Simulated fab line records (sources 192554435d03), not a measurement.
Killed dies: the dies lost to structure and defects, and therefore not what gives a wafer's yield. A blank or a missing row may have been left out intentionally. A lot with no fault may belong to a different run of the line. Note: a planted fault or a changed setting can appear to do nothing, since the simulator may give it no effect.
fab line records    flow n5_finfet
[record] lots = 24  wafers = 72  last_day = 17
route steps=1938 shown BEOL_M2@864
lots with no fault: from the same line, run without faults
start_h: hours from the record's opening day to when the first of the lot's shown wafers began    wait_h: time in hours since the lot's previous step    " as in the row above    L1.1+2: one row covering several wafers at once    - no value, or no start was given    * or withheld: withheld    < > ~ a bound
route shown NAME@n: names a module that has steps shown in the file, with the first one's number in the route    usual: the fault-free wafers' mean and standard deviation    same: alike in all rows    chamber/n: place in a boat    sites: readings site by site    _std_site: the values' standard deviation    _edge_site: outer sites' mean less inner sites'    radius_mm: for every site, how far away it sits from the centre of the wafer    mask NAME#n: copy n    behind: the last tool/chamber to shape the wafer    hold: reason for holding the lot/hours on hold/outcome of the hold    device: whichever transistor did not switch (one of n, p or np)    end of line: tests of these same wafers at the route's end    step lacking rows: just its recipe    killed: not the wafer's yield, but the dies lost to structure and defects at the first sort    map: per-die view of a wafer (x killed, . not killed, _ where there is no die)
set.NAME: setting as actually run; set.NAME@STEP: the setting as run at that earlier step    model.NAME: the simulator's own value behind a step, which no gauge read
route steps across a sampled set of lots; one table per step, one row per wafer
services: a tool's chamber out of use, with start hour (start_h, from the record's first day; less than 0 if before it), hours out, and reason
[[steps]]
[step N5_BEOL_M2_HM_OPEN_17]
[recipe] chemistry = Cl2/BCl3  target_depth_a = 200  overetch_a = 60  target = TiN  mask_material = SOC  ion_energy_ev = 150  pressure_mtorr = 10  icp_w = 1000  bias_w = 126  Cl2_flow_sccm = 53.25  bcl3_flow_sccm = 21.75  Ar_flow_sccm = 25
[usual] chamber_pressure_mTorr = 9.999/0.013  drypump_motor_current_A = 5.5/0.33  oes_product_au = 0.62/0.087  throttle_valve_pct = 22.33/0.17
lot.wafer  tool          chamber  start_h  wait_h  chamber_pressure_mTorr  drypump_motor_current_A  oes_product_au  rf_hours_counter_h  throttle_valve_pct
L074.1     rie_metal-02  0        136.86   0.0     9.992                   5.0                      0.68            33                  22.25
L074.4     "             1        "        "       9.993                   6.0                      0.55            -                   22.28
L074.6     "             0        "        "       10.012                  5.0                      0.68            -                   22.28
L075.1     rie_metal-01  1        140.53   0.0     9.983                   5.5                      0.49            142                 22.36
L075.4     "             1        "        "       10.008                  5.5                      0.49            -                   22.37
L075.6     "             1        "        "       10.006                  5.5                      0.50            -                   22.36
L076.2     rie_metal-02  0        141.97   0.0     10.009                  5.1                      0.68            34                  22.25
L076.3     "             0        "        "       9.996                   5.0                      0.68            -                   22.27
L076.4     "             1        "        "       10.002                  6.0                      0.56            -                   22.29
L077.2     rie_metal-03  0        149.25   0.0     9.997                   5.6                      0.58            93                  22.57
L077.3     "             1        "        "       9.987                   5.6                      0.59            -                   22.40
L077.5     "             0        "        "       9.992                   5.6                      0.58            -                   22.54
L078.1     rie_metal-02  1        155.03   0.0     10.010                  6.0                      0.55            104                 22.29
L078.2     "             0        "        "       10.009                  5.1                      0.67            35                  22.28
L078.3     "             1        "        "       10.001                  6.0                      0.55            -                   22.29
L079.3     rie_metal-03  0        162.68   0.1     9.994                   5.6                      0.57            -                   22.58
L079.4     "             1        "        "       9.995                   5.7                      0.59            -                   22.41
L079.5     "             1        "        "       9.996                   5.6                      0.59            -                   22.41
L080.2     rie_metal-03  1        164.11   0.0     9.998                   5.6                      0.59            71                  22.43
L080.3     "             0        "        "       10.001                  5.5                      0.58            -                   22.55
L080.6     "             1        "        "       9.990                   5.6                      0.60            -                   22.39
L081.2     rie_metal-02  1        178.59   0.0     9.985                   6.0                      0.55            106                 22.29
L081.3     "             1        "        "       10.010                  6.0                      0.55            -                   22.30
L081.4     "             0        "        "       10.010                  5.0                      0.68            -                   22.26
L082.1     rie_metal-02  0        180.09   0.0     10.010                  5.0                      0.67            37                  22.29
L082.4     "             0        "        "       10.001                  5.0                      0.68            -                   22.25
L082.5     "             1        "        "       9.998                   6.0                      0.55            -                   22.30
L083.1     rie_metal-01  0        185.98   0.0     10.016                  5.2                      0.79            5                   22.08
L083.5     "             0        "        "       10.000                  5.2                      0.80            -                   22.10
L083.6     "             1        "        "       9.979                   5.5                      0.83            -                   21.93
L084.1     rie_metal-03  0        193.16   0.0     10.006                  5.6                      0.56            96                  22.57
L084.2     "             1        "        "       10.001                  5.6                      0.59            74                  22.43
L084.4     "             1        "        "       10.003                  5.6                      0.59            -                   22.41
L086.1     rie_metal-01  0        211.20   0.0     10.004                  5.2                      0.77            7                   22.11
L086.2     "             1        "        "       10.009                  5.5                      0.79            3                   21.96
L086.4     "             0        "        "       9.992                   5.2                      0.78            -                   22.11
L085.3     rie_metal-01  1        211.53   0.1     10.005                  5.5                      0.80            -                   21.94
L085.4     "             0        "        "       9.995                   5.2                      0.78            -                   22.11
L085.5     "             0        "        "       10.004                  5.2                      0.78            -                   22.11
L087.2     rie_metal-02  0        220.15   0.0     9.993                   5.1                      0.67            39                  22.26
L087.4     "             0        "        "       9.997                   5.0                      0.67            -                   22.27
L087.5     "             0        "        "       9.998                   5.0                      0.67            -                   22.25
L088.3     rie_metal-03  0        223.64   0.1     9.979                   5.6                      0.56            -                   22.59
L088.4     "             1        "        "       9.993                   5.6                      0.58            -                   22.43
L088.5     "             1        "        "       9.998                   5.6                      0.59            -                   22.42
L089.1     rie_metal-03  0        224.88   0.0     9.996                   5.6                      0.57            100                 22.56
L089.2     "             1        "        "       9.992                   5.6                      0.59            77                  22.41
L089.6     "             1        "        "       9.988                   5.6                      0.58            -                   22.43
L090.1     rie_metal-03  1        231.80   0.0     10.003                  5.6                      0.58            78                  22.43
L090.4     "             1        "        "       10.006                  5.6                      0.58            -                   22.42
L090.5     "             1        "        "       10.005                  5.6                      0.58            -                   22.44
L091.3     rie_metal-03  0        232.07   0.1     9.999                   5.5                      0.57            -                   22.59
L091.4     "             1        "        "       10.007                  5.6                      0.58            -                   22.42
L091.5     "             1        "        "       9.999                   5.6                      0.58            -                   22.42
L092.1     rie_metal-01  1        237.63   0.0     9.989                   5.5                      0.78            6                   21.96
L092.2     "             0        "        "       9.979                   5.2                      0.75            10                  22.12
L092.5     "             1        "        "       9.995                   5.4                      0.79            -                   21.94
L093.3     rie_metal-02  1        255.54   0.1     9.982                   6.0                      0.54            -                   22.31
L093.4     "             0        "        "       9.996                   5.0                      0.66            -                   22.31
L093.6     "             1        "        "       9.998                   6.0                      0.54            -                   22.31
L094.1     rie_metal-02  1        258.85   0.0     10.012                  6.0                      0.53            111                 22.33
L094.4     "             0        "        "       10.002                  5.0                      0.66            -                   22.30
L094.5     "             0        "        "       9.992                   5.0                      0.65            -                   22.29
L095.1     rie_metal-02  1        264.76   0.0     10.014                  6.0                      0.54            112                 22.31
L095.4     "             1        "        "       10.008                  6.0                      0.54            -                   22.32
L095.6     "             0        "        "       9.995                   5.0                      0.66            -                   22.29
L096.3     rie_metal-03  1        268.47   0.1     10.003                  5.6                      0.58            -                   22.42
L096.5     "             1        "        "       10.004                  5.6                      0.58            -                   22.42
L096.6     "             0        "        "       10.010                  5.6                      0.57            -                   22.58
L097.1     rie_metal-02  1        275.64   0.0     10.006                  6.0                      0.54            112                 22.31
L097.2     "             0        "        "       10.006                  5.0                      0.65            44                  22.32
L097.5     "             0        "        "       9.993                   5.0                      0.66            -                   22.29
[step N5_BEOL_M2_INSPECT_30]
[recipe] mode = adi  inspect_instrument = brightfield
[usual] raw_defect_count = 435/100
lot.wafer  tool               chamber  start_h  wait_h  raw_defect_count
L074.1     defect_inspect-02  -        137.52   0.1     347
L074.4     "                  -        "        "       503
L074.6     "                  -        "        "       670
L075.1     defect_inspect-02  -        141.21   0.1     371
L075.4     "                  -        "        "       440
L075.6     "                  -        "        "       457
L076.2     defect_inspect-02  -        142.56   0.0     393
L076.3     "                  -        "        "       628
L076.4     "                  -        "        "       300
L077.2     defect_inspect-02  -        150.04   0.0     501
L077.3     "                  -        "        "       520
L077.5     "                  -        "        "       474
L078.1     defect_inspect-02  -        155.75   0.1     487
L078.2     "                  -        "        "       505
L078.3     "                  -        "        "       588
L079.3     defect_inspect-02  -        163.39   0.0     355
L079.4     "                  -        "        "       377
L079.5     "                  -        "        "       457
L080.2     defect_inspect-01  -        164.69   0.0     278
L080.3     "                  -        "        "       265
L080.6     "                  -        "        "       298
L081.2     defect_inspect-01  -        179.40   0.0     396
L081.3     "                  -        "        "       514
L081.4     "                  -        "        "       575
L082.1     defect_inspect-02  -        180.82   0.1     582
L082.4     "                  -        "        "       629
L082.5     "                  -        "        "       620
L083.1     defect_inspect-01  -        186.70   0.1     363
L083.5     "                  -        "        "       373
L083.6     "                  -        "        "       373
L084.1     defect_inspect-01  -        193.83   0.1     284
L084.2     "                  -        "        "       316
L084.4     "                  -        "        "       390
L086.1     defect_inspect-02  -        211.92   0.1     541
L086.2     "                  -        "        "       485
L086.4     "                  -        "        "       431
L085.3     defect_inspect-01  -        212.09   0.0     377
L085.4     "                  -        "        "       426
L085.5     "                  -        "        "       444
L087.2     defect_inspect-02  -        220.79   0.0     297
L087.4     "                  -        "        "       445
L087.5     "                  -        "        "       378
L088.3     defect_inspect-01  -        224.20   0.0     462
L088.4     "                  -        "        "       404
L088.5     "                  -        "        "       452
L089.1     defect_inspect-01  -        225.47   0.1     318
L089.2     "                  -        "        "       305
L089.6     "                  -        "        "       318
L090.1     defect_inspect-02  -        232.39   0.1     430
L090.4     "                  -        "        "       269
L090.5     "                  -        "        "       449
L091.3     defect_inspect-01  -        232.63   0.0     327
L091.4     "                  -        "        "       455
L091.5     "                  -        "        "       436
L092.1     defect_inspect-02  -        238.35   0.1     313
L092.2     "                  -        "        "       290
L092.5     "                  -        "        "       436
L093.3     defect_inspect-01  -        256.10   0.0     322
L093.4     "                  -        "        "       298
L093.6     "                  -        "        "       301
L094.1     defect_inspect-02  -        259.43   0.1     431
L094.4     "                  -        "        "       502
L094.5     "                  -        "        "       476
L095.1     defect_inspect-02  -        265.47   0.1     384
L095.4     "                  -        "        "       573
L095.6     "                  -        "        "       514
L096.3     defect_inspect-01  -        269.03   0.0     378
L096.5     "                  -        "        "       439
L096.6     "                  -        "        "       427
L097.1     defect_inspect-01  -        276.28   0.1     586
L097.2     "                  -        "        "       483
L097.5     "                  -        "        "       481
[step N5_BEOL_M2_ETCHBACK_99]
[recipe] chemistry = CHF3  target = SiO2  target_depth_a = 50  time_s = 10.4  source_w = 215  bias_w = 47  Ar_flow_sccm = 200  CHF3_flow_sccm = 12  ion_energy_ev = 100  pressure_mtorr = 30
[usual] chamber_pressure_mTorr = 30.00/0.031  drypump_motor_current_A = 5.5/0.48  oes_product_au = 0.78/0.081  rf_vpp_V = 238/3.9  showerhead_plenum_p_Torr = 2.16/0.083  throttle_valve_pct = 17.15/0.23
lot.wafer  tool         chamber  start_h  wait_h  chamber_pressure_mTorr  drypump_motor_current_A  oes_product_au  rf_hours_counter_h  rf_vpp_V  showerhead_plenum_p_Torr  throttle_valve_pct
L074.1     rie_diel-04  2        139.84   2.1     29.95                   6.3                      0.87            45                  236       2.12                      17.28
L074.4     "            3        "        "       29.99                   5.1                      0.78            115                 239       2.17                      17.24
L074.6     "            2        "        "       30.00                   6.3                      0.88            -                   236       2.12                      17.29
L075.1     rie_diel-05  0        143.43   2.0     29.96                   5.9                      0.78            110                 241       2.28                      17.40
L075.4     "            1        "        "       30.00                   5.1                      0.91            26                  235       2.12                      16.95
L075.6     "            1        "        "       30.03                   5.1                      0.90            -                   236       2.12                      16.93
L076.2     rie_diel-04  0        143.55   0.8     30.05                   5.8                      0.69            203                 240       2.23                      17.12
L076.3     "            3        "        "       29.96                   5.0                      0.78            115                 239       2.17                      17.24
L076.4     "            1        "        "       29.99                   5.8                      0.74            168                 242       2.04                      16.84
L077.2     rie_diel-04  1        152.79   2.5     30.00                   5.8                      0.75            172                 241       2.04                      16.85
L077.3     "            2        "        "       30.03                   6.3                      0.87            51                  236       2.12                      17.28
L077.5     "            1        "        "       30.02                   5.8                      0.75            -                   243       2.04                      16.85
L078.1     rie_diel-06  1        162.28   5.3     30.05                   5.6                      0.74            180                 246       2.15                      17.43
L078.2     "            2        "        "       29.98                   5.3                      0.74            178                 234       2.13                      17.21
L078.3     "            0        "        "       30.03                   4.8                      0.76            151                 231       2.08                      17.15
L079.3     rie_diel-05  0        167.10   3.5     30.00                   5.9                      0.77            117                 240       2.27                      17.42
L079.4     "            1        "        "       29.94                   5.1                      0.88            33                  237       2.12                      16.93
L079.5     "            0        "        "       30.00                   5.9                      0.77            -                   241       2.27                      17.41
L080.2     rie_diel-05  2        170.78   5.9     30.05                   5.4                      0.87            47                  240       2.26                      16.71
L080.3     "            3        "        "       30.00                   6.4                      0.68            231                 232       2.03                      17.14
L080.6     "            2        "        "       29.96                   5.4                      0.87            -                   240       2.26                      16.73
L081.2     rie_diel-06  1        181.44   0.4     29.96                   5.6                      0.74            188                 247       2.15                      17.44
L081.3     "            2        "        "       30.05                   5.3                      0.72            186                 235       2.13                      17.23
L081.4     "            3        "        "       30.05                   4.8                      0.98            3                   238       2.31                      17.03
L082.1     rie_diel-04  2        181.73   0.6     29.97                   6.3                      0.85            57                  236       2.11                      17.33
L082.4     "            0        "        "       30.01                   5.7                      0.67            215                 240       2.23                      17.15
L082.5     "            3        "        "       29.99                   5.0                      0.76            -                   240       2.17                      17.27
L083.1     rie_diel-06  1        188.01   0.1     30.01                   5.6                      0.73            190                 248       2.15                      17.44
L083.5     "            3        "        "       29.94                   4.9                      0.98            -                   237       2.31                      17.04
L083.6     "            0        "        "       29.97                   4.8                      0.75            -                   231       2.08                      17.17
L084.1     rie_diel-06  1        195.46   1.4     29.98                   5.6                      0.73            192                 245       2.14                      17.46
L084.2     "            3        "        "       30.03                   4.8                      0.98            7                   240       2.31                      17.04
L084.4     "            0        "        "       30.05                   4.8                      0.75            162                 231       2.08                      17.19
L086.1     rie_diel-05  0        218.83   6.7     30.01                   5.9                      0.75            134                 240       2.27                      17.44
L086.2     "            3        "        "       30.00                   6.4                      0.66            247                 232       2.03                      17.19
L086.4     "            2        "        "       30.05                   5.4                      0.85            64                  239       2.25                      16.76
L085.3     rie_diel-04  0        219.45   7.1     30.02                   5.7                      0.67            228                 238       2.22                      17.17
L085.4     "            3        "        "       29.97                   5.1                      0.75            139                 241       2.17                      17.30
L085.5     "            2        "        "       30.01                   6.3                      0.84            -                   236       2.11                      17.33
L087.2     rie_diel-04  2        222.50   1.4     30.02                   6.3                      0.84            71                  235       2.11                      17.33
L087.4     "            1        "        "       30.01                   5.8                      0.73            193                 241       2.03                      16.88
L087.5     "            2        "        "       30.01                   6.3                      0.84            -                   236       2.11                      17.34
L088.3     rie_diel-05  2        224.90   0.4     29.99                   5.4                      0.84            67                  240       2.25                      16.77
L088.4     "            3        "        "       30.06                   6.4                      0.66            249                 233       2.03                      17.17
L088.5     "            1        "        "       29.98                   5.1                      0.85            -                   237       2.11                      16.99
L089.1     rie_diel-06  3        225.99   0.2     30.07                   4.9                      0.95            17                  239       2.31                      17.07
L089.2     "            2        "        "       30.00                   5.3                      0.73            200                 235       2.12                      17.26
L089.6     "            1        "        "       30.02                   5.6                      0.72            -                   245       2.14                      17.46
L090.1     rie_diel-05  0        232.88   0.2     29.96                   5.9                      0.75            140                 239       2.27                      17.45
L090.4     "            1        "        "       30.07                   5.1                      0.84            -                   236       2.11                      17.00
L090.5     "            0        "        "       30.01                   5.9                      0.75            -                   240       2.27                      17.46
L091.3     rie_diel-04  0        233.03   0.2     30.08                   5.8                      0.68            230                 239       2.22                      17.17
L091.4     "            3        "        "       29.96                   5.1                      0.75            145                 240       2.16                      17.30
L091.5     "            0        "        "       30.06                   5.8                      0.66            -                   239       2.22                      17.18
L092.1     rie_diel-05  0        240.88   1.9     29.91                   5.9                      0.74            143                 239       2.26                      17.47
L092.2     "            1        "        "       30.00                   5.1                      0.85            63                  236       2.11                      17.00
L092.5     "            2        "        "       30.02                   5.4                      0.83            -                   239       2.25                      16.76
L093.3     rie_diel-06  0        259.73   3.0     30.01                   4.8                      0.73            185                 232       2.07                      17.22
L093.4     "            2        "        "       30.02                   5.3                      0.71            -                   234       2.12                      17.27
L093.6     "            1        "        "       30.00                   5.6                      0.71            -                   246       2.14                      17.50
L094.1     rie_diel-04  3        263.18   3.4     30.02                   5.1                      0.75            156                 241       2.16                      17.32
L094.4     "            1        "        "       29.97                   5.8                      0.71            208                 241       2.03                      16.93
L094.5     "            0        "        "       29.99                   5.8                      0.66            -                   241       2.21                      17.19
L095.1     rie_diel-05  3        266.24   0.5     30.04                   6.4                      0.95            7                   236       2.29                      16.73
L095.4     "            2        "        "       30.01                   5.4                      0.83            83                  241       2.24                      16.80
L095.6     "            3        "        "       30.04                   6.4                      0.95            -                   237       2.29                      16.73
L096.3     rie_diel-05  0        269.83   0.2     30.02                   5.9                      0.75            156                 240       2.26                      17.49
L096.5     "            2        "        "       29.92                   5.4                      0.82            -                   239       2.24                      16.78
L096.6     "            1        "        "       29.98                   5.1                      0.83            -                   238       2.10                      17.01
L097.1     rie_diel-06  1        276.90   0.4     30.01                   5.6                      0.71            223                 247       2.13                      17.50
L097.2     "            0        "        "       29.95                   4.8                      0.73            192                 232       2.07                      17.21
L097.5     "            2        "        "       29.98                   5.3                      0.70            -                   233       2.12                      17.29
[step N5_BEOL_M2_CD_MEAS_35]
[recipe] target_cd_nm = 18  target_cd_y_nm = 22.2  polarity = opening
[usual] cd_nm = 18.0/0.35
lot.wafer  tool       chamber  start_h  wait_h  cd_nm
L074.1     cd_sem-02  -        140.39   0.0     17.4
L074.4     "          -        "        "       17.6
L074.6     "          -        "        "       17.9
L075.1     cd_sem-03  -        143.98   0.0     18.0
L075.4     "          -        "        "       17.8
L075.6     "          -        "        "       17.6
L076.2     cd_sem-03  -        144.10   0.0     17.9
L076.3     "          -        "        "       18.3
L076.4     "          -        "        "       18.3
L077.2     cd_sem-01  -        153.35   0.0     17.4
L077.3     "          -        "        "       17.7
L077.5     "          -        "        "       18.1
L078.1     cd_sem-02  -        162.84   0.0     18.0
L078.2     "          -        "        "       18.1
L078.3     "          -        "        "       17.8
L079.3     cd_sem-01  -        167.65   0.0     18.2
L079.4     "          -        "        "       18.4
L079.5     "          -        "        "       18.3
L080.2     cd_sem-02  -        171.33   0.0     18.3
L080.3     "          -        "        "       18.2
L080.6     "          -        "        "       17.6
L081.2     cd_sem-02  -        182.01   0.0     18.7
L081.3     "          -        "        "       18.0
L081.4     "          -        "        "       18.2
L082.1     cd_sem-03  -        182.29   0.0     18.4
L082.4     "          -        "        "       18.2
L082.5     "          -        "        "       17.8
L083.1     cd_sem-03  -        188.56   0.0     17.9
L083.5     "          -        "        "       17.5
L083.6     "          -        "        "       18.2
L084.1     cd_sem-02  -        196.05   0.0     18.1
L084.2     "          -        "        "       17.5
L084.4     "          -        "        "       17.9
L086.1     cd_sem-02  -        219.37   0.0     18.0
L086.2     "          -        "        "       17.9
L086.4     "          -        "        "       18.4
L085.3     cd_sem-03  -        220.01   0.0     18.1
L085.4     "          -        "        "       18.1
L085.5     "          -        "        "       17.6
L087.2     cd_sem-02  -        223.06   0.0     18.1
L087.4     "          -        "        "       17.7
L087.5     "          -        "        "       18.2
L088.3     cd_sem-02  -        225.45   0.0     18.4
L088.4     "          -        "        "       17.9
L088.5     "          -        "        "       18.5
L089.1     cd_sem-02  -        226.56   0.0     18.2
L089.2     "          -        "        "       17.8
L089.6     "          -        "        "       17.9
L090.1     cd_sem-03  -        233.47   0.0     17.7
L090.4     "          -        "        "       17.8
L090.5     "          -        "        "       18.3
L091.3     cd_sem-02  -        233.59   0.0     18.2
L091.4     "          -        "        "       18.4
L091.5     "          -        "        "       18.2
L092.1     cd_sem-03  -        241.43   0.0     17.6
L092.2     "          -        "        "       18.1
L092.5     "          -        "        "       17.3
L093.3     cd_sem-01  -        260.28   0.0     18.1
L093.4     "          -        "        "       17.8
L093.6     "          -        "        "       18.7
L094.1     cd_sem-03  -        263.84   0.0     17.3
L094.4     "          -        "        "       17.1
L094.5     "          -        "        "       17.6
L095.1     cd_sem-02  -        266.78   0.0     18.0
L095.4     "          -        "        "       18.2
L095.6     "          -        "        "       18.4
L096.3     cd_sem-02  -        270.38   0.0     17.9
L096.5     "          -        "        "       18.4
L096.6     "          -        "        "       18.1
L097.1     cd_sem-03  -        277.54   0.0     18.2
L097.2     "          -        "        "       18.5
L097.5     "          -        "        "       18.2
[step N5_BEOL_M2_DEGAS_44]
[recipe] ambient = vacuum  temp_c = 250  time_s = 60
[usual] heater_power_w = 328/26
lot.wafer  tool            chamber  start_h  wait_h  heater_power_w
L074.1     pvd_sputter-03  -        140.67   0.3     296
L074.4     "               -        "        "       281
L074.6     "               -        "        "       285
L075.1     pvd_sputter-02  -        144.16   0.2     319
L075.4     "               -        "        "       363
L075.6     "               -        "        "       366
L076.2     pvd_sputter-01  -        144.20   0.1     346
L076.3     "               -        "        "       307
L076.4     "               -        "        "       315
L077.2     pvd_sputter-03  -        154.06   0.7     332
L077.3     "               -        "        "       286
L077.5     "               -        "        "       322
L078.1     pvd_sputter-02  -        162.94   0.1     363
L078.2     "               -        "        "       323
L078.3     "               -        "        "       352
L079.3     pvd_sputter-01  -        168.42   0.8     344
L079.4     "               -        "        "       361
L079.5     "               -        "        "       314
L080.2     pvd_sputter-03  -        171.76   0.4     279
L080.3     "               -        "        "       321
L080.6     "               -        "        "       281
L081.2     pvd_sputter-02  -        182.41   0.4     356
L081.3     "               -        "        "       358
L081.4     "               -        "        "       355
L082.1     pvd_sputter-02  -        182.63   0.3     319
L082.4     "               -        "        "       359
L082.5     "               -        "        "       328
L083.1     pvd_sputter-01  -        188.61   0.0     354
L083.5     "               -        "        "       313
L083.6     "               -        "        "       312
L084.1     pvd_sputter-01  -        196.56   0.5     343
L084.2     "               -        "        "       312
L084.4     "               -        "        "       306
L086.1     pvd_sputter-01  -        219.62   0.2     334
L086.2     "               -        "        "       303
L086.4     "               -        "        "       348
L085.3     pvd_sputter-02  -        220.05   0.0     363
L085.4     "               -        "        "       358
L085.5     "               -        "        "       317
L087.2     pvd_sputter-02  -        223.26   0.2     357
L087.4     "               -        "        "       358
L087.5     "               -        "        "       325
L088.3     pvd_sputter-01  -        225.49   0.0     365
L088.4     "               -        "        "       319
L088.5     "               -        "        "       358
L089.1     pvd_sputter-01  -        228.27   1.7     338
L089.2     "               -        "        "       325
L089.6     "               -        "        "       316
L090.1     pvd_sputter-03  -        233.77   0.3     294
L090.4     "               -        "        "       321
L090.5     "               -        "        "       331
L091.3     pvd_sputter-03  -        233.95   0.4     325
L091.4     "               -        "        "       283
L091.5     "               -        "        "       343
L092.1     pvd_sputter-02  -        241.47   0.0     312
L092.2     "               -        "        "       351
L092.5     "               -        "        "       320
L093.3     pvd_sputter-02  -        260.55   0.3     314
L093.4     "               -        "        "       364
L093.6     "               -        "        "       358
L094.1     pvd_sputter-03  -        264.06   0.2     284
L094.4     "               -        "        "       301
L094.5     "               -        "        "       328
L095.1     pvd_sputter-03  -        267.20   0.4     298
L095.4     "               -        "        "       285
L095.6     "               -        "        "       299
L096.3     pvd_sputter-03  -        270.42   0.0     288
L096.5     "               -        "        "       336
L096.6     "               -        "        "       322
L097.1     pvd_sputter-03  -        278.08   0.5     326
L097.2     "               -        "        "       337
L097.5     "               -        "        "       326
[step N5_BEOL_M2_ANNEAL_89]
[recipe] temp_c = 400  time_s = 240  ambient = vacuum
[usual] heater_power_w = 819/65
lot.wafer  tool            chamber  start_h  wait_h  heater_power_w
L074.1     pvd_sputter-01  -        142.38   0.0     845
L074.4     "               -        "        "       740
L074.6     "               -        "        "       894
L075.1     pvd_sputter-02  -        145.90   0.0     798
L075.4     "               -        "        "       903
L075.6     "               -        "        "       906
L076.2     pvd_sputter-01  -        146.02   0.0     751
L076.3     "               -        "        "       769
L076.4     "               -        "        "       857
L077.2     pvd_sputter-02  -        155.74   0.0     814
L077.3     "               -        "        "       882
L077.5     "               -        "        "       786
L078.1     pvd_sputter-02  -        164.82   0.0     907
L078.2     "               -        "        "       895
L078.3     "               -        "        "       830
L079.3     pvd_sputter-03  -        170.00   0.0     709
L079.4     "               -        "        "       717
L079.5     "               -        "        "       798
L080.2     pvd_sputter-03  -        174.84   0.0     817
L080.3     "               -        "        "       730
L080.6     "               -        "        "       746
L081.2     pvd_sputter-01  -        184.21   0.0     870
L081.3     "               -        "        "       746
L081.4     "               -        "        "       894
L082.1     pvd_sputter-03  -        185.69   0.0     803
L082.4     "               -        "        "       842
L082.5     "               -        "        "       756
L083.1     pvd_sputter-01  -        190.36   0.0     738
L083.5     "               -        "        "       793
L083.6     "               -        "        "       892
L084.1     pvd_sputter-03  -        199.10   0.0     836
L084.2     "               -        "        "       762
L084.4     "               -        "        "       776
L086.1     pvd_sputter-01  -        221.17   0.0     907
L086.2     "               -        "        "       803
L086.4     "               -        "        "       868
L085.3     pvd_sputter-02  -        221.72   0.0     910
L085.4     "               -        "        "       872
L085.5     "               -        "        "       901
L087.2     pvd_sputter-02  -        224.84   0.0     910
L087.4     "               -        "        "       880
L087.5     "               -        "        "       908
L088.3     pvd_sputter-03  -        227.08   0.0     807
L088.4     "               -        "        "       749
L088.5     "               -        "        "       747
L089.1     pvd_sputter-03  -        229.82   0.0     814
L089.2     "               -        "        "       841
L089.6     "               -        "        "       825
L090.1     pvd_sputter-03  -        235.40   0.0     829
L090.4     "               -        "        "       739
L090.5     "               -        "        "       843
L091.3     pvd_sputter-02  -        236.81   0.0     910
L091.4     "               -        "        "       801
L091.5     "               -        "        "       888
L092.1     pvd_sputter-02  -        243.22   0.0     877
L092.2     "               -        "        "       800
L092.5     "               -        "        "       799
L093.3     pvd_sputter-01  -        262.45   0.0     920
L093.4     "               -        "        "       800
L093.6     "               -        "        "       796
L094.1     pvd_sputter-01  -        265.83   0.0     876
L094.4     "               -        "        "       796
L094.5     "               -        "        "       784
L095.1     pvd_sputter-01  -        268.85   0.0     842
L095.4     "               -        "        "       790
L095.6     "               -        "        "       797
L096.3     pvd_sputter-01  -        273.67   0.0     915
L096.5     "               -        "        "       778
L096.6     "               -        "        "       787
L097.1     pvd_sputter-03  -        279.84   0.0     781
L097.2     "               -        "        "       739
L097.5     "               -        "        "       771
[[services]]
tool            chamber  start_h  hours  kind
rie_metal-01    0        133.43   -      clean
rie_metal-01    0        133.43   16.4   scheduled_down
rie_metal-01    0        133.43   16.4   vent_cycle
rie_diel-06     3        149.23   -      clean
rie_diel-06     3        149.23   -      consumable_replace:focus_ring
rie_diel-06     3        149.23   -      consumable_replace:showerhead
rie_metal-01    1        153.13   -      clean
rie_metal-01    1        153.13   13.4   scheduled_down
pvd_sputter-01  -        157.09   9.9    repair
rie_diel-04     -        164.74   4.3    pm
rie_diel-04     -        212.56   0.5    repair
rie_diel-05     0        213.29   4.7    repair
rie_diel-06     -        216.71   2.8    pm
rie_diel-04     0        224.29   7.6    repair
rie_metal-02    -        224.92   2.8    pm
rie_diel-05     3        226.40   -      clean
rie_diel-05     3        226.40   -      consumable_replace:focus_ring
rie_diel-05     3        226.40   -      consumable_replace:showerhead
rie_diel-05     3        226.40   20.0   scheduled_down
rie_diel-05     3        226.40   20.0   vent_cycle
rie_diel-04     -        228.63   2.8    pm
rie_metal-02    -        229.67   6.9    repair
rie_metal-03    -        234.15   2.8    pm
rie_diel-06     3        258.82   2.4    repair
[[key]]
fault none
